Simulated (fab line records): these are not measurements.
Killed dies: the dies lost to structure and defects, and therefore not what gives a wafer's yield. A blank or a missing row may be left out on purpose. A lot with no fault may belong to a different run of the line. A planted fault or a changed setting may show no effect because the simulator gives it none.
fab line records	flow n5_finfet
record: lots: 11	wafers: 29	last_day: 16
route steps=1938 shown FIN_SAQP@99 BEOL_M4@1111
lots with no fault: from the same line, run without faults
start_h: hours from the record's first day to the start of the lot's first wafer shown	wait_h: time in hours since the lot's previous step	" as in the row above	L1.1+2: a row that stands for several wafers	- either no value or no given start	* or withheld: withheld	< > ~ a bound
route shown NAME@n: a module of which the file shows steps, and the number in the route of the first	usual: mean/standard deviation of fault-free wafers	same: alike in all rows	chamber/n: place in a boat	sites: readings site by site	_std_site: their standard deviation	_edge_site: outer sites' mean less inner sites'	radius_mm: for every site, how far away it sits from the centre of the wafer	mask NAME#n: copy n	behind: the most recent tool/chamber to have shaped the wafer	hold: cause of the lot's hold/its duration in hours/its outcome	device: the transistor (n, p or np) that didn't switch	end of line: the same wafers' tests at the end of the route	where a step has no rows: the recipe by itself	killed: dies lost to structure and defects at the first sort, not the wafer's yield	map: per-die view of a wafer (x killed, . not killed, _ where there is no die)
set.NAME: the setting the step ran with; set.NAME@STEP: the setting that earlier step ran with	model.NAME: the simulator's own value behind a step, which no gauge read
a sample of lots followed through the steps of the route, with each step as a table and each wafer as a row
services: from which hour (start_h, from the record's first day; less than 0 if before it) a tool's chamber was out of use, for how many hours, and why
== steps ==
step: N5_FIN_SAQP_PECVD_48
recipe: material: SiNx	target_thk_a: 250	temp_c: 400	precursor: SiH4/NH3/N2	pressure_torr: 1.5	rf_w: 300	time_s: 22.1
usual: heater_power_w: 760/84	showerhead_plenum_p_Torr: 5.11/0.034	throttle_valve_pct: 39.2/2.8
lot.wafer	tool	chamber	start_h	wait_h	heater_power_w	showerhead_plenum_p_Torr	throttle_valve_pct
L204.3	pecvd-03	0	21.77	0.0	810	5.11	39.3
L204.5	"	2	"	"	674	5.12	39.6
L204.6	"	1	"	"	873	5.06	36.7
L205.3	pecvd-01	1	26.71	0.0	813	5.10	45.7
L205.4	"	0	"	"	834	5.08	35.9
L205.6	"	1	"	"	801	5.09	45.7
L207.2	pecvd-01	2	38.76	0.0	710	5.20	37.3
L207.5	"	1	"	"	808	5.09	45.8
L208.1	pecvd-03	2	45.34	0.0	638	5.14	39.8
L208.3	"	1	"	"	904	5.06	36.6
L208.6	"	1	"	"	916	5.07	36.7
L209.1	pecvd-03	1	51.16	0.0	910	5.08	36.4
L209.3	"	0	"	"	749	5.12	39.4
L209.5	"	0	"	"	738	5.13	39.4
L212.1	pecvd-03	0	69.67	0.0	817	5.11	39.2
L212.2	"	1	"	"	833	5.05	36.4
L212.3	"	2	"	"	650	5.14	39.9
L213.3	pecvd-02	2	75.36	0.0	701	5.08	36.5
L213.4	"	1	"	"	684	5.14	41.5
L216.2	pecvd-01	2	93.50	0.0	779	5.19	37.4
L216.3	"	0	"	"	803	5.08	36.0
L216.5	"	0	"	"	808	5.07	36.0
L219.1	pecvd-02	0	111.05	0.0	808	5.10	38.9
L219.5	"	2	"	"	711	5.09	36.6
L219.6	"	1	"	"	764	5.14	41.5
L220.5	pecvd-02	0	117.36	0.0	754	5.10	38.9
L220.6	"	1	"	"	736	5.14	41.8
L223.4	pecvd-01	1	136.69	0.1	777	5.08	45.9
L223.5	"	1	"	"	789	5.07	45.8
step: N5_FIN_SAQP_THK_MEAS_07
usual: thk_nm: 60.1/0.91
lot.wafer	tool	chamber	start_h	wait_h	thk_nm
L204.3	film_metro-02	-	21.90	0.1	60.2
L204.5	"	-	"	"	60.4
L204.6	"	-	"	"	61.7
L205.3	film_metro-02	-	26.84	0.1	59.9
L205.4	"	-	"	"	61.0
L205.6	"	-	"	"	60.9
L207.2	film_metro-01	-	38.89	0.1	60.4
L207.5	"	-	"	"	61.5
L208.1	film_metro-01	-	45.47	0.1	58.9
L208.3	"	-	"	"	60.2
L208.6	"	-	"	"	61.5
L209.1	film_metro-02	-	51.29	0.1	60.2
L209.3	"	-	"	"	59.9
L209.5	"	-	"	"	60.6
L212.1	film_metro-01	-	69.79	0.1	60.0
L212.2	"	-	"	"	60.3
L212.3	"	-	"	"	60.0
L213.3	film_metro-02	-	75.49	0.1	59.5
L213.4	"	-	"	"	60.2
L216.2	film_metro-02	-	93.68	0.1	60.1
L216.3	"	-	"	"	60.2
L216.5	"	-	"	"	60.4
L219.1	film_metro-01	-	111.18	0.1	59.7
L219.5	"	-	"	"	60.5
L219.6	"	-	"	"	60.7
L220.5	film_metro-02	-	117.47	0.0	59.8
L220.6	"	-	"	"	59.4
L223.4	film_metro-01	-	136.95	0.1	60.4
L223.5	"	-	"	"	60.8
step: N5_FIN_SAQP_COAT_49
recipe: resist: SOC	temp_c: 250	time_s: 60	spin_rpm: 1500	resist_thk_nm: 100
usual: heater_power_total_W: 500.5/1.8	run_length_s: 66.26/0.2
lot.wafer	tool	chamber	start_h	wait_h	heater_power_total_W	run_length_s
L204.3	litho_track-02	0	22.04	0.1	502.5	66.37
L204.5	"	0	"	"	502.1	66.33
L204.6	"	0	"	"	500.7	66.29
L205.3	litho_track-05	0	26.95	0.1	499.8	65.96
L205.4	"	0	"	"	502.2	65.93
L205.6	"	0	"	"	498.1	65.91
L207.2	litho_track-01	0	39.03	0.1	498.4	66.54
L207.5	"	0	"	"	503.0	66.16
L208.1	litho_track-01	0	45.58	0.1	503.3	66.14
L208.3	"	0	"	"	503.3	66.22
L208.6	"	0	"	"	499.3	66.22
L209.1	litho_track-02	0	51.40	0.1	503.2	66.26
L209.3	"	0	"	"	497.4	66.58
L209.5	"	0	"	"	499.2	66.26
L212.1	litho_track-02	0	69.91	0.1	501.0	66.39
L212.2	"	0	"	"	503.0	66.25
L212.3	"	0	"	"	502.8	66.54
L213.3	litho_track-05	0	75.63	0.1	502.3	65.87
L213.4	"	0	"	"	501.9	65.79
L216.2	litho_track-02	0	93.82	0.1	502.1	66.50
L216.3	"	0	"	"	502.9	66.46
L216.5	"	0	"	"	497.5	66.38
L219.1	litho_track-02	0	111.29	0.1	500.0	66.26
L219.5	"	0	"	"	527.3	61.43
L219.6	"	0	"	"	502.1	66.43
L220.5	litho_track-02	0	117.58	0.0	529.2	61.46
L220.6	"	0	"	"	497.7	66.28
L223.4	litho_track-02	0	137.06	0.0	525.3	61.49
L223.5	"	0	"	"	530.0	61.65
step: N5_FIN_SAQP_ETCH_52
recipe: chemistry: N2/H2	target: SOC	target_depth_a: 1000	overetch_a: 200	mask_material: SiARC	temp_c: 40	time_s: 150	ion_energy_ev: 200	pressure_mtorr: 30	source_w: 840	bias_w: 150	n2_flow_sccm: 200	h2_flow_sccm: 200	ends: end_point
usual: drypump_motor_current_A: 5.7/0.49	n2_flow_sccm: 200.1/0.58	oes_product_au: 0.71/0.054	rf_vpp_V: 525.4/1.9	showerhead_plenum_p_Torr: 2.60/0.059	throttle_valve_pct: 17.85/0.2
lot.wafer	tool	chamber	start_h	wait_h	drypump_motor_current_A	n2_flow_sccm	oes_product_au	rf_hours_counter_h	rf_vpp_V	showerhead_plenum_p_Torr	throttle_valve_pct
L204.3	rie_diel-05	1	22.60	0.0	6.2	200.8	0.81	28	526.4	2.59	17.87
L204.5	"	1	"	"	6.2	199.6	0.81	-	525.4	2.59	17.86
L204.6	"	0	"	"	5.5	200.1	0.74	-	525.5	2.57	17.80
L205.3	rie_diel-02	3	27.51	0.0	5.9	200.3	0.72	73	524.1	2.57	18.10
L205.4	"	2	"	"	5.1	199.6	0.68	142	524.7	2.54	18.07
L205.6	"	3	"	"	5.9	200.0	0.73	-	524.2	2.57	18.10
L207.2	rie_diel-06	1	39.59	0.0	5.7	200.2	0.66	157	526.0	2.64	17.76
L207.5	"	0	"	"	6.4	200.4	0.66	-	524.3	2.54	18.17
L208.1	rie_diel-06	1	46.02	0.0	5.7	200.1	0.65	159	527.1	2.64	17.77
L208.3	"	2	"	"	5.5	199.8	0.74	67	526.3	2.58	17.69
L208.6	"	1	"	"	5.7	201.0	0.65	-	528.7	2.64	17.75
L209.1	rie_diel-02	3	51.84	0.0	5.9	200.6	0.72	82	524.4	2.57	18.14
L209.3	"	1	"	"	6.3	200.1	0.65	185	522.9	2.54	17.67
L209.5	"	2	"	"	5.1	199.9	0.67	-	524.1	2.53	18.08
L212.1	rie_diel-05	2	70.37	0.0	4.9	200.0	0.69	149	528.0	2.66	17.59
L212.2	"	0	"	"	5.5	199.0	0.72	79	523.9	2.56	17.83
L212.3	"	1	"	"	6.2	199.0	0.78	43	524.8	2.58	17.89
L213.3	rie_diel-02	2	76.19	0.0	5.1	199.4	0.66	160	524.0	2.53	18.10
L213.4	"	0	"	"	6.6	199.6	0.80	26	529.0	2.73	17.93
L216.2	rie_diel-06	3	94.33	0.0	5.7	200.3	0.76	58	523.9	2.57	17.87
L216.3	"	1	"	"	5.7	200.9	0.65	174	527.0	2.63	17.76
L216.5	"	1	"	"	5.7	200.6	0.64	-	527.1	2.63	17.78
L219.1	rie_diel-06	3	111.94	0.0	5.7	200.2	0.77	64	524.3	2.57	17.87
L219.5	"	2	"	"	5.5	201.0	0.72	-	523.2	2.57	17.73
L219.6	"	3	"	"	5.7	200.4	0.76	-	524.8	2.57	17.88
L220.5	rie_diel-02	1	118.06	0.0	6.3	200.0	0.64	-	523.7	2.53	17.71
L220.6	"	0	"	"	6.5	200.9	0.79	-	529.5	2.72	17.93
L223.4	rie_diel-05	1	137.54	0.0	6.2	199.2	0.76	66	522.7	2.57	17.93
L223.5	"	0	"	"	5.5	201.5	0.70	-	524.8	2.55	17.86
step: N5_BEOL_M4_RC_MEAS_101
usual: DIBL_N: 35.9/1.6	DIBL_P: 35.6/2.1	IOFF_N: 0.149/0.029	IOFF_P: 0.20/0.033	ION_N: 671/11	ION_P: 460/7.3	SS_N: 71.4/0.62	SS_P: 73.2/0.65	VT_N: 251/3.1	VT_P: -251/3.4
lot.wafer	tool	chamber	start_h	wait_h	DIBL_N[mV/V]	DIBL_P[mV/V]	IOFF_N[nA/um]	IOFF_P[nA/um]	ION_N[uA/um]	ION_P[uA/um]	SS_N[mV/dec]	SS_P[mV/dec]	VT_N[mV]	VT_P[mV]
L204.3	prober-02	0	165.61	0.3	35.4	33.8	0.133	0.15	662	445	70.8	72.5	251	-258
L204.5	"	0	"	"	34.5	34.4	0.124	0.15	656	451	70.5	72.7	254	-256
L204.6	"	0	"	"	34.0	34.4	0.116	0.16	655	453	69.8	72.6	254	-257
L205.3	prober-01	0	166.34	0.3	36.1	35.7	0.154	0.20	668	459	71.1	73.1	253	-249
L205.4	"	0	"	"	36.0	36.3	0.150	0.22	666	460	71.1	73.1	252	-248
L205.6	"	0	"	"	34.9	33.9	0.130	0.18	672	459	70.7	73.0	253	-252
L207.2	prober-02	0	182.65	0.2	35.5	36.8	0.138	0.18	668	454	71.2	73.5	251	-256
L207.5	"	0	"	"	34.7	35.0	0.136	0.16	668	452	71.5	72.3	253	-256
L208.1	prober-02	0	192.97	0.0	34.9	35.5	0.133	0.19	665	451	71.9	72.9	252	-251
L208.3	"	0	"	"	32.3	33.0	0.114	0.16	669	456	70.5	73.0	254	-253
L208.6	"	0	"	"	33.7	34.1	0.122	0.18	667	464	70.7	72.4	252	-254
L209.1	prober-02	0	199.72	0.0	35.4	33.4	0.133	0.18	668	459	70.8	72.8	251	-251
L209.3	"	0	"	"	34.4	31.4	0.114	0.15	664	456	71.0	72.5	254	-254
L209.5	"	0	"	"	36.6	34.7	0.152	0.19	677	459	71.3	73.8	250	-251
L212.1	prober-01	0	209.04	0.0	36.0	38.9	0.162	0.24	676	477	70.3	73.6	250	-247
L212.2	"	0	"	"	36.4	37.9	0.158	0.22	681	468	71.3	73.6	248	-248
L212.3	"	0	"	"	36.3	38.7	0.175	0.24	704	480	71.8	73.8	248	-245
L213.3	prober-01	0	222.92	0.3	32.7	32.2	0.106	0.16	651	456	70.9	72.7	256	-254
L213.4	"	0	"	"	35.6	35.6	0.159	0.21	677	472	70.7	73.2	247	-247
L216.2	prober-02	0	233.70	0.2	37.6	37.5	0.173	0.20	676	456	71.4	73.9	248	-255
L216.3	"	0	"	"	37.4	37.5	0.169	0.19	675	458	71.1	73.7	248	-254
L216.5	"	0	"	"	33.8	32.5	0.115	0.14	655	450	70.4	72.9	251	-256
L219.1	prober-01	0	257.33	0.0	37.1	35.7	0.152	0.18	673	462	71.7	73.0	252	-253
L219.5	"	0	"	"	37.1	36.3	0.158	0.19	670	464	72.0	73.3	250	-253
L219.6	"	0	"	"	37.4	37.6	0.155	0.20	677	460	72.0	73.9	251	-250
L220.5	prober-02	0	258.22	0.6	37.8	36.3	0.148	0.20	673	454	71.1	73.7	251	-251
L220.6	"	0	"	"	35.8	34.2	0.125	0.17	663	459	71.1	73.1	254	-252
L223.4	prober-02	0	281.32	0.5	34.2	32.9	0.123	0.18	653	455	71.3	72.2	254	-251
L223.5	"	0	"	"	35.3	34.5	0.137	0.19	656	454	71.7	72.8	253	-250
== services ==
tool	chamber	start_h	hours	kind
rie_diel-05	0	8.74	9.8	repair
rie_diel-06	-	9.25	0.5	repair
pecvd-02	2	21.12	-	clean
pecvd-02	2	21.12	-	consumable_replace:showerhead
pecvd-02	2	21.12	29.0	scheduled_down
pecvd-02	2	21.12	29.0	vent_cycle
pecvd-01	-	33.19	1.0	repair
pecvd-03	0	37.29	2.1	scheduled_down
rie_diel-02	-	41.23	0.6	repair
rie_diel-02	0	64.99	3.1	repair
pecvd-01	1	71.42	5.5	scheduled_down
litho_track-05	-	78.29	-	consumable_replace:filter
pecvd-01	2	79.71	5.0	scheduled_down
pecvd-01	1	87.10	7.3	repair
rie_diel-06	3	91.74	2.4	repair
pecvd-03	1	99.02	4.0	repair
pecvd-02	1	104.67	2.1	scheduled_down
pecvd-03	0	111.94	5.5	scheduled_down
pecvd-02	2	125.79	2.1	scheduled_down
pecvd-01	2	125.89	2.1	scheduled_down
pecvd-01	2	129.52	16.5	scheduled_down
pecvd-01	0	135.19	14.8	repair
== key ==
first_sign: step: N5_FIN_SAQP_COAT_49	reading: run_length_s	direction: down	sigmas: 23	usual: *	struck: *
effect: step: N5_FIN_SAQP_COAT_49	reading: heater_power_total_W	direction: up	sigmas: 15	usual: *	struck: *
met_at N5_FIN_SAQP_COAT_49
struck_lots L219,L220,L223
struck_wafers L219.5,L220.5,L223.4,L223.5
not_acting_at N5_FIN_SAQP_PECVD_48,N5_FIN_SAQP_THK_MEAS_07,N5_FIN_SAQP_ETCH_52
onset_between 93.82 111.29
fault: kind: process_parameter_drift	tool: litho_track-02	chamber: -	onset_h: 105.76	steps: N5_FIN_SAQP_COAT_49	channel: time_s	offset: *	shape: step	end_h: 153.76	scope: struck_wafers_only	acts_in: *	stated: *
